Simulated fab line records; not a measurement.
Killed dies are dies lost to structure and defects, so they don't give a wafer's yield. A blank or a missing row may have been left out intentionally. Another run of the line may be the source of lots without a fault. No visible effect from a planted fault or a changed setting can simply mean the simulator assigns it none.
fab line records + flow n5Finfet
[record]
- lots = 5
- wafers = 12
- lastDay = 15
route steps=1938 shown BEOL_M6@1254 BEOL_M7@1263 PASSIVATION@1936
lots that met no fault: taken from a fault-free run of the same line
startH: hours from the record's opening day to when the first of the lot's shown wafers began + waitH: hours from the lot's prior step to this one + " unchanged from the row above + L1.1+2: a row that stands for several wafers + - either no value or no given start + * or withheld: withheld + < > ~ a bound
route shown NAME@n: NAME is a module with steps in the file, n the number in the route of the first one + usual: mean and standard deviation over wafers with no fault + same: alike in all rows + chamber/n: place in a boat + sites: readings site by site + _std_site: the standard deviation of these + _edge_site: inner sites' mean taken away from outer sites' mean + radiusMm: how far each site lies from the wafer's centre + mask NAME#n: copy n + behind: tool/chamber where the wafer was last shaped + hold: reason for holding the lot/hours on hold/outcome of the hold + device: names the non-switching transistor (n, p or np) + end of line: the route-end tests of the same wafers + step lacking rows: just its recipe + killed: dies lost to structure and defects at the first sort, not the wafer's yield + map: shows each die of a wafer: x if killed, . if not, _ if none is there
set.NAME: the setting as run; set.NAME@STEP: as run at that earlier step + model.NAME: the simulator's own value behind a step, which no gauge read
lots at selected steps of the route; one table per step, one row per wafer
services: when a tool's chamber went out of use (startH, in hours from the record's first day, below 0 if earlier), for how many hours, and the reason
[[steps]]
[step N5_BEOL_M6_SPUTTER_48]
[recipe]
- material = Cu
- targetThkA = 100
- tempC = -20
- biasV = 60
- powerW = 26000
- chamberPressurePa = 0.13
- timeS = 1.667
[step N5_BEOL_M6_ECD_50]
[recipe]
- material = Cu
- targetThkA = 3000
[step N5_BEOL_M6_ANNEAL_51]
[recipe]
- tempC = 225
- timeS = 90
- ambient = N2
[step N5_BEOL_M6_CMP_52]
[recipe]
- stopOn = SiCOH_lowk
- tOverpolishS = 6.9
- downForcePsi = 1
- platenRpm = 50
- clearingPlatenDownForcePsi = 1.5
- clearingPlatenRpm = 50
- postCmpClean = cuAlkaline
- targetThkNm = 80
- clearingPlatenPadVelocityMS = 0.99484
- padVelocityMS = 0.99484
[step N5_BEOL_M6_PRE_CLEAN_55]
[recipe]
- gas = NH3
- timeS = 15
- tempC = withheld
- rfPowerW = 300
[step N5_BEOL_M6_DEP_56]
[recipe]
- material = SiCN
- targetThkA = 100
- tempC = withheld
- precursor = 3MS/NH3
- pressureTorr = 3
- rfW = 202
- timeS = 17.5
[step N5_BEOL_M7_ILD_DEP_00]
[recipe]
- material = SiCOH_lowk
- targetThkA = 1797.5
- tempC = 300
- precursor = DEMS/porogen
- pressureTorr = 5
- rfW = 500
- timeS = 33.4
[step N5_BEOL_M7_CURE_74]
[recipe]
- tempC = 385
- timeS = 240
- ambient = He/Ar
- material = SiCOH_lowk
[step N5_BEOL_M7_PECVD_70]
[recipe]
- material = SiO2
- targetThkA = 200
- tempC = 400
- precursor = TEOS/O2
- pressureTorr = 5.5
- rfW = 450
- teosFlowSccm = 53.8
- gas = O2
- flowSccm = 3000
- timeS = 22.7
[usual]
- heaterPowerW = 705/100
- showerheadPlenumPTorr = 8.86/0.061
- throttleValvePct = 22.6/1.5
| lot.wafer | tool     | chamber | startH | waitH | heaterPowerW | showerheadPlenumPTorr | throttleValvePct | model.SiO2_of_BEOL_M7_PECVD_70.thkNm |
|-----------|----------|---------|--------|-------|--------------|-----------------------|------------------|--------------------------------------|
| L792.1    | pecvd-03 | 0       | 219.06 | 0.0   | 675          | 8.86                  | 22.3             | 19.8                                 |
| L792.2    | "        | 2       | "      | "     | 750          | 8.87                  | 22.1             | 19.8                                 |
| L792.4    | "        | 2       | "      | "     | 761          | 8.89                  | 22.2             | 19.8                                 |
| L799.1    | pecvd-01 | 0       | 263.85 | 0.0   | 498          | 8.71                  | 20.4             | 19.8                                 |
| L799.3    | "        | 1       | "      | "     | 628          | 8.90                  | 25.3             | 19.6                                 |
| L799.4    | "        | 0       | "      | "     | 497          | 8.72                  | 20.6             | 20                                   |
| L801.3    | pecvd-03 | 1       | 265.59 | 0.0   | 786          | 8.91                  | 23.2             | 19.6                                 |
| L801.5    | "        | 2       | "      | "     | 759          | 8.90                  | 22.5             | 13.8                                 |
| L802.5    | pecvd-03 | 1       | 281.77 | 0.1   | 787          | 8.91                  | 23.2             | 13.4                                 |
| L802.6    | "        | 2       | "      | "     | 765          | 8.90                  | 22.2             | 20.2                                 |
| L803.5    | pecvd-03 | 1       | 288.19 | 0.1   | 726          | 8.94                  | 23.0             | 13.4                                 |
| L803.6    | "        | 0       | "      | "     | 741          | 8.87                  | 22.0             | 20                                   |
[step N5_BEOL_M7_HM_DEP_02]
[recipe]
- material = TiN
- targetThkA = 200
- tempC = 25
- chamberPressurePa = 0.49996
[step N5_BEOL_M7_COAT_59]
[recipe]
- resist = SOC
- tempC = 250
- timeS = 60
- spinRpm = 1500
- resistThkNm = 100
[step N5_BEOL_M7_COAT_60]
[recipe]
- resist = SiARC
- tempC = 220
- timeS = 60
- spinRpm = 1500
- resistThkNm = 35
[step N5_BEOL_M7_COAT_05]
[recipe]
- resist = CAR-ArF
- spinRpm = 1500
- resistThkNm = 90
[step N5_BEOL_M7_EBR_07]
[recipe]
- solvent = PGMEA
- ebrWidthMm = 1.5
[step N5_BEOL_M7_SOFTBAKE_06]
[recipe]
- tempC = 110
- timeS = 60
- resist = CAR-ArF
[step N5_BEOL_M7_EXPOSE_08]
[recipe]
- maskId = M7
- na = 1.35
- sourceShape = dipole
- sigmaInner = 0.817
- sigmaOuter = 0.97
- polarization = te
- doseMj = 68.25
[step N5_BEOL_M7_PEB_09]
[recipe]
- pebTempC = withheld
- pebTimeS = 60
- resist = CAR-ArF
[step N5_BEOL_M7_DEVELOP_10]
[recipe]
- developTimeS = 30
- developer = TMAH
- resist = CAR-ArF
- rinseLiquid = diw
- dry = airSpin
- devTempC = 23
[step N5_BEOL_M7_DESCUM_16]
[recipe]
- chemistry = O2
- timeS = 7.9
- sourcePowerW = 50
- biasPowerW = 20
- pressureMtorr = 20
- rfFrequencyHz = 2.712e+07
- tempC = 40
- resist = CAR-ArF
- o2FlowSccm = 225
[step N5_BEOL_M7_ETCH_61]
[recipe]
- chemistry = CF4
- target = SiARC
- targetDepthA = 455
- maskMaterial = CAR-ArF
- timeS = 75.8
- ionEnergyEv = 80
- pressureMtorr = 40
- sourceW = 545
- biasW = 36
- Ar_flow_sccm = 100
- cf4FlowSccm = 100
- ends = cleared
[step N5_BEOL_M7_ETCH_62]
[recipe]
- chemistry = N2/H2
- target = SOC
- targetDepthA = 1100
- overetchA = 220
- maskMaterial = SiARC
- tempC = 40
- timeS = 165
- ionEnergyEv = 200
- pressureMtorr = 30
- sourceW = 840
- biasW = 150
- n2FlowSccm = 200
- h2FlowSccm = 200
[step N5_BEOL_M7_STRIP_68]
[recipe]
- chemistry = N2/H2
- tempC = 40
- n2FlowSccm = 200
- h2FlowSccm = 200
- rfFrequencyHz = 6e+07
[step N5_BEOL_M7_STRIP_67]
[recipe]
- chemistry = CF4
- resist = SiARC
- powerW = 300
- biasPowerW = 75
- pressureMtorr = 50
- cf4FlowSccm = 150
- rfFrequencyHz = 6e+07
[step N5_BEOL_M7_HM_OPEN_17]
[recipe]
- chemistry = Cl2/BCl3
- targetDepthA = 200
- overetchA = 60
- target = TiN
- maskMaterial = SOC
- ionEnergyEv = 150
- pressureMtorr = 10
- icpW = 1000
- biasW = 126
- Cl2_flow_sccm = 53.25
- bcl3FlowSccm = 21.75
- Ar_flow_sccm = 25
[step N5_BEOL_M7_STRIP_19]
[recipe]
- chemistry = O2
- powerW = 400
- tempC = 40
- pressureMtorr = 30
- rfFrequencyHz = 6e+07
- biasPowerW = 0
- overashFraction = 0.2
- o2FlowSccm = 225
[step N5_BEOL_M7_COAT_63]
[recipe]
- resist = SOC
- tempC = 250
- timeS = 60
- spinRpm = 1500
- resistThkNm = 60
[step N5_BEOL_M7_COAT_64]
[recipe]
- resist = SiARC
- tempC = 220
- timeS = 60
- spinRpm = 1500
- resistThkNm = 12
[step N5_BEOL_M7_COAT_71]
[recipe]
- resist = underlayer
- tempC = 205
- timeS = 60
- spinRpm = 1500
- resistThkNm = 5
[step N5_BEOL_M7_COAT_22]
[recipe]
- resist = CAR-EUV
- spinRpm = 1500
- resistThkNm = 30
[step N5_BEOL_M7_EBR_24]
[recipe]
- solvent = PGMEA
- ebrWidthMm = 1.5
[step N5_BEOL_M7_SOFTBAKE_23]
[recipe]
- tempC = 110
- timeS = 60
- resist = CAR-EUV
[step N5_BEOL_M7_EXPOSE_25]
[recipe]
- maskId = V6
- na = 0.33
- sourceShape = annular
- sigmaInner = 0.4
- sigmaOuter = 0.8
- polarization = unpolarized
- targetCdNm = 40
- doseMj = 42.5
[step N5_BEOL_M7_PEB_26]
[recipe]
- pebTempC = 100
- pebTimeS = 60
- resist = CAR-EUV
[step N5_BEOL_M7_DEVELOP_27]
[recipe]
- developTimeS = 30
- developer = TMAH
- resist = CAR-EUV
- rinseLiquid = surfactantRinse
- dry = airSpin
- devTempC = 23
[step N5_BEOL_M7_HM_STRIP_39]
[recipe]
- chemistry = peroxideTinStrip
- material = TiN
- targetDepthA = 250
- tempC = 50
- timeS = 158
| lot.wafer | tool        | chamber | startH | waitH | model.SiO2_of_BEOL_M7_PECVD_70.thkNm |
|-----------|-------------|---------|--------|-------|--------------------------------------|
| L792.1+2  | wetBench-04 | 3,4     | 223.71 | 0.0   | 19.6                                 |
| L792.4    | "           | 5       | "      | "     | 19.8                                 |
| L801.3    | wetBench-04 | 7       | 270.51 | 0.0   | 19.6                                 |
| L801.5    | "           | 0       | "      | "     | 13.6                                 |
| L799.1    | wetBench-02 | 7       | 271.12 | 0.0   | 19.8                                 |
| L799.3    | "           | 3       | "      | "     | 19.4                                 |
| L799.4    | "           | 0       | "      | "     | 20                                   |
| L802.5    | wetBench-02 | 7       | 285.03 | 0.0   | 13.4                                 |
| L802.6    | "           | 3       | "      | "     | 20                                   |
| L803.5    | wetBench-02 | 7       | 292.35 | 0.0   | 13.2                                 |
| L803.6    | "           | 3       | "      | "     | 20                                   |
[step N5_BEOL_M7_CMP_52]
[recipe]
- stopOn = SiCOH_lowk
- tOverpolishS = 6.9
- downForcePsi = 1
- platenRpm = 50
- clearingPlatenDownForcePsi = 1.5
- clearingPlatenRpm = 50
- postCmpClean = cuAlkaline
- targetThkNm = 80
- clearingPlatenPadVelocityMS = 0.99484
- padVelocityMS = 0.99484
[usual]
- barrierFieldEndpointS = 29.1/0.73
- motorCurrentA = 6.1/0.73
| lot.wafer | tool   | chamber | startH | waitH | barrierFieldEndpointS | motorCurrentA |
|-----------|--------|---------|--------|-------|-----------------------|---------------|
| L792.2    | cmp-03 | 2       | 225.66 | 0.2   | 29.0                  | 7.2           |
| L792.4    | "      | 3       | "      | "     | 29.5                  | 6.1           |
| L792.1    | "      | 0       | "      | "     | 28.7                  | 6.1           |
| L801.3    | cmp-04 | 3       | 272.87 | 0.2   | 28.0                  | 7.2           |
| L801.5    | "      | 2       | "      | "     | 21.8                  | 6.5           |
| L799.1    | cmp-04 | 0       | 273.51 | 0.3   | 28.3                  | 6.2           |
| L799.4    | "      | 1       | "      | "     | 29.3                  | 6.2           |
| L799.3    | "      | 2       | "      | "     | 28.7                  | 6.3           |
| L802.5    | cmp-02 | 2       | 287.50 | 0.2   | 21.2                  | 5.4           |
| L802.6    | "      | 3       | "      | "     | 28.8                  | 4.5           |
| L803.5    | cmp-02 | 2       | 295.72 | 0.2   | 21.3                  | 5.9           |
| L803.6    | "      | 3       | "      | "     | 29.0                  | 4.5           |
[step N5_PASSIVATION_PROBE_49]
[usual]
- defectLimitedYield = 91.7/1.2
- killed_at_M0_to_M3 = 33/9.5
- killed_at_M4_up = 13/4.9
- killedAtContacts = 13/6.6
- killedAtFrontEnd = 36/11
- killedAtOther = 3.0/2.6
- killedDies = 97/14
- killedOpen = 65/11
- killedShort = 31/6.6
- sort_bin_5_function = 4.8/0.82
- sort_bin_6_memory = 3.1/0.58
- sort_bin_8_speed = 0.00/0.02
- sortNPass = 1083/14
- sortYieldPct = 91.7/1.2
[same]
- grossDies = 1180
- killedAtBackSide = 0
- sort_bin_4_leakage[%] = 0
| lot.wafer | tool      | chamber | startH | waitH | defectLimitedYield[%] | killed_at_M0_to_M3 | killed_at_M4_up | killedAtContacts | killedAtFrontEnd | killedAtOther | killedDies | killedOpen | killedShort | sort_bin_5_function[%] | sort_bin_6_memory[%] | sort_bin_8_speed[%] | sortNPass | sortYieldPct[%] |
|-----------|-----------|---------|--------|-------|-----------------------|--------------------|-----------------|------------------|------------------|---------------|------------|------------|-------------|------------------------|----------------------|---------------------|-----------|-----------------|
| L792.1    | prober-02 | -       | 294.03 | 0.0   | 91.1                  | 32                 | 18              | 6                | 45               | 4             | 105        | 66         | 38          | 5.3                    | 3.1                  | 0                   | 1075      | 91.1            |
| L792.2    | prober-02 | -       | 294.08 | 0.1   | 90.8                  | 34                 | 11              | 15               | 38               | 11            | 109        | 70         | 39          | 5.1                    | 3.9                  | 0                   | 1071      | 90.8            |
| L792.4    | prober-02 | -       | 294.18 | 0.2   | 92.2                  | 23                 | 18              | 10               | 37               | 4             | 92         | 69         | 23          | 4.5                    | 3.0                  | 0                   | 1088      | 92.2            |
| L801.3    | prober-02 | -       | 345.21 | 0.1   | 87.3                  | 42                 | 12              | 8                | 80               | 8             | 150        | 101        | 49          | 7.5                    | 5.0                  | 0                   | 1030      | 87.3            |
| L801.5    | prober-02 | -       | 345.31 | 0.2   | 93.0                  | 24                 | 10              | 6                | 41               | 2             | 83         | 64         | 18          | 3.8                    | 3.0                  | 0                   | 1097      | 93.0            |
| L799.1    | prober-01 | -       | 351.76 | 0.0   | 90.4                  | 53                 | 10              | 10               | 38               | 2             | 113        | 68         | 45          | 5.2                    | 4.1                  | 0                   | 1067      | 90.4            |
| L799.3    | prober-01 | -       | 351.86 | 0.1   | 92.9                  | 23                 | 12              | 8                | 39               | 2             | 84         | 49         | 33          | 3.6                    | 3.0                  | 0                   | 1096      | 92.9            |
| L799.4    | prober-01 | -       | 351.91 | 0.2   | 93.3                  | 24                 | 11              | 13               | 28               | 3             | 79         | 51         | 26          | 5.0                    | 1.5                  | 0                   | 1101      | 93.3            |
| L802.5    | prober-01 | -       | 361.91 | 0.2   | 90.3                  | 64                 | 9               | 11               | 27               | 4             | 115        | 67         | 47          | 5.5                    | 3.7                  | 0.08                | 1065      | 90.3            |
| L802.6    | prober-01 | -       | 361.96 | 0.3   | 92.1                  | 25                 | 5               | 14               | 42               | 7             | 93         | 52         | 40          | 4.0                    | 3.4                  | 0                   | 1087      | 92.1            |
| L803.5    | prober-02 | -       | 368.22 | 0.2   | 92.2                  | 34                 | 17              | 19               | 20               | 2             | 92         | 63         | 28          | 4.1                    | 3.6                  | 0                   | 1088      | 92.2            |
| L803.6    | prober-02 | -       | 368.27 | 0.3   | 93.1                  | 28                 | 8               | 18               | 27               | 0             | 81         | 53         | 28          | 3.6                    | 2.9                  | 0                   | 1099      | 93.1            |
// killed by level:class
L792.1 DUMMY_GATE:geometricParticle:open=11 BEOL_M4:geometricParticle:open=9 FIN_SAQP:geometricParticle:short=8 STI_FIN_REVEAL:geometricParticle:open=8 BEOL_M0_SAQP:geometricParticle:short=7 BEOL_M0_SAQP:geometricParticle:open=7 FIN_SAQP:geometricParticle:open=6 BEOL_M2:geometricParticle:open=6
L792.2 BEOL_M0_SAQP:geometricParticle:open=10 MOL_CONTACT_COAG:geometricParticle:open=10 BEOL_M0_SAQP:geometricParticle:short=7 FIN_SAQP:geometricParticle:short=6 STI_FIN_REVEAL:geometricParticle:open=6 DUMMY_GATE:geometricParticle:open=6 FIN_SAQP:geometricParticle:open=5 MOL_CONTACT_COAG:geometricParticle:short=5
L792.4 FIN_SAQP:geometricParticle:open=8 MOL_CONTACT_COAG:geometricParticle:open=8 BEOL_M2:geometricParticle:open=7 BEOL_M4:geometricParticle:open=7 DUMMY_GATE:geometricParticle:open=6 STI_FIN_REVEAL:geometricParticle:open=5 BEOL_M0_SAQP:geometricParticle:open=5 BEOL_M0_SAQP:geometricParticle:short=4
L801.3 STI_FIN_REVEAL:geometricParticle:open=32 FIN_SAQP:geometricParticle:short=14 BEOL_M0_SAQP:geometricParticle:short=9 BEOL_M1:geometricParticle:open=8 BEOL_M0_SAQP:geometricParticle:open=8 DUMMY_GATE:geometricParticle:open=8 MOL_CONTACT_COAG:geometricParticle:open=6 BEOL_M3:geometricParticle:open=6
L801.5 STI_FIN_REVEAL:geometricParticle:open=22 BEOL_M4:geometricParticle:open=6 BEOL_M0_SAQP:geometricParticle:open=6 BEOL_M2:geometricParticle:open=6 BEOL_M3:geometricParticle:open=5 MOL_CONTACT_COAG:geometricParticle:open=5 FIN_SAQP:geometricParticle:short=4 STI_FIN_REVEAL:geometricParticle:short=3
L799.1 BEOL_M0_SAQP:geometricParticle:open=11 BEOL_M0_SAQP:geometricParticle:short=11 FIN_SAQP:geometricParticle:open=10 FIN_SAQP:geometricParticle:short=8 BEOL_M3:geometricParticle:open=8 BEOL_M1:geometricParticle:open=7 MOL_CONTACT_COAG:geometricParticle:open=6 BEOL_M2:geometricParticle:open=5
L799.3 FIN_SAQP:geometricParticle:open=13 FIN_SAQP:geometricParticle:short=10 MOL_CONTACT_COAG:geometricParticle:open=6 BEOL_M2:geometricParticle:open=5 BEOL_M0_SAQP:geometricParticle:open=4 BEOL_M0_SAQP:geometricParticle:short=4 BEOL_M4:geometricParticle:open=4 DUMMY_GATE:geometricParticle:open=3
L799.4 MOL_CONTACT_COAG:geometricParticle:open=9 BEOL_M1:geometricParticle:open=6 GATE_CUT:geometricParticle:short=5 BEOL_M0_SAQP:geometricParticle:open=5 FIN_SAQP:geometricParticle:open=4 FIN_SAQP:geometricParticle:short=4 STI_FIN_REVEAL:geometricParticle:open=4 MOL_CONTACT_COAG:geometricParticle:short=4
L802.5 BEOL_M0_SAQP:geometricParticle:short=15 BEOL_M1:geometricParticle:open=13 FIN_SAQP:geometricParticle:short=9 BEOL_M3:geometricParticle:open=9 MOL_CONTACT_COAG:geometricParticle:open=8 BEOL_M0_SAQP:geometricParticle:open=7 BEOL_M2:geometricParticle:open=7 BEOL_M4:geometricParticle:open=5
L802.6 MOL_CONTACT_COAG:geometricParticle:open=14 FIN_SAQP:geometricParticle:short=12 DUMMY_GATE:geometricParticle:open=9 BEOL_M0_SAQP:geometricParticle:short=7 BEOL_M2:geometricParticle:open=7 BEOL_M0_SAQP:geometricParticle:open=5 FIN_SAQP:geometricParticle:open=4 DUMMY_GATE:geometricParticle:short=4
L803.5 MOL_CONTACT_COAG:geometricParticle:open=14 BEOL_M4:geometricParticle:open=7 BEOL_M2:geometricParticle:open=6 DUMMY_GATE:geometricParticle:open=6 BEOL_M0_SAQP:geometricParticle:open=6 BEOL_M1:geometricParticle:open=6 MOL_CONTACT_COAG:geometricParticle:short=5 BEOL_M2:geometricParticle:short=5
L803.6 MOL_CONTACT_COAG:geometricParticle:open=14 STI_FIN_REVEAL:geometricParticle:open=7 BEOL_M0_SAQP:geometricParticle:short=6 BEOL_M0_SAQP:geometricParticle:open=6 BEOL_M2:geometricParticle:open=5 FIN_SAQP:geometricParticle:open=4 MOL_CONTACT_COAG:geometricParticle:short=4 FIN_SAQP:geometricParticle:short=3
[[services]]
| tool     | chamber | startH | hours | kind                          |
|----------|---------|--------|-------|-------------------------------|
| cmp-04   | -       | 195.45 | -     | consumableReplace:conditioner |
| cmp-04   | -       | 195.45 | -     | consumableReplace:pad         |
| pecvd-03 | 1       | 202.01 | 7.2   | repair                        |
| cmp-02   | -       | 207.32 | 1.2   | repair                        |
| pecvd-03 | -       | 225.47 | 1.4   | repair                        |
| pecvd-01 | -       | 227.73 | 0.9   | repair                        |
| cmp-02   | -       | 233.94 | 0.3   | repair                        |
| pecvd-03 | 0       | 247.97 | 2.1   | scheduledDown                 |
| pecvd-03 | -       | 248.82 | 1.2   | repair                        |
| cmp-04   | -       | 251.68 | 0.3   | repair                        |
| cmp-02   | -       | 258.82 | 0.9   | repair                        |
| pecvd-03 | 2       | 282.74 | 2.1   | scheduledDown                 |
[[key]]
[firstSign]
- step = N5_BEOL_M7_CMP_52
- reading = barrierFieldEndpointS
- direction = down
- sigmas = 10
- usual = 29.1
- struck = 21.4
effect none on later readings
[modelEffect]
- step = N5_BEOL_M7_PECVD_70
- value = SiO2_of_BEOL_M7_PECVD_70.thkNm
- without = 19.93
- struck = 13.53
[modelEffect]
- step = N5_BEOL_M7_HM_STRIP_39
- value = SiO2_of_BEOL_M7_PECVD_70.thkNm
- without = 19.8
- struck = 13.4
metAt N5_BEOL_M7_PECVD_70
struckWafers L801.5,L802.5,L803.5
onsetBetween 219.06 265.59
[fault]
- kind = processParameterDrift
- tool = pecvd-03
- chamber = -
- onsetH = 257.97
- steps = N5_BEOL_M7_PECVD_70
- channel = timeS
- offset = *
- shape = step
- endH = 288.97
- scope = struckWafersOnly
- actsIn = *
- stated = *
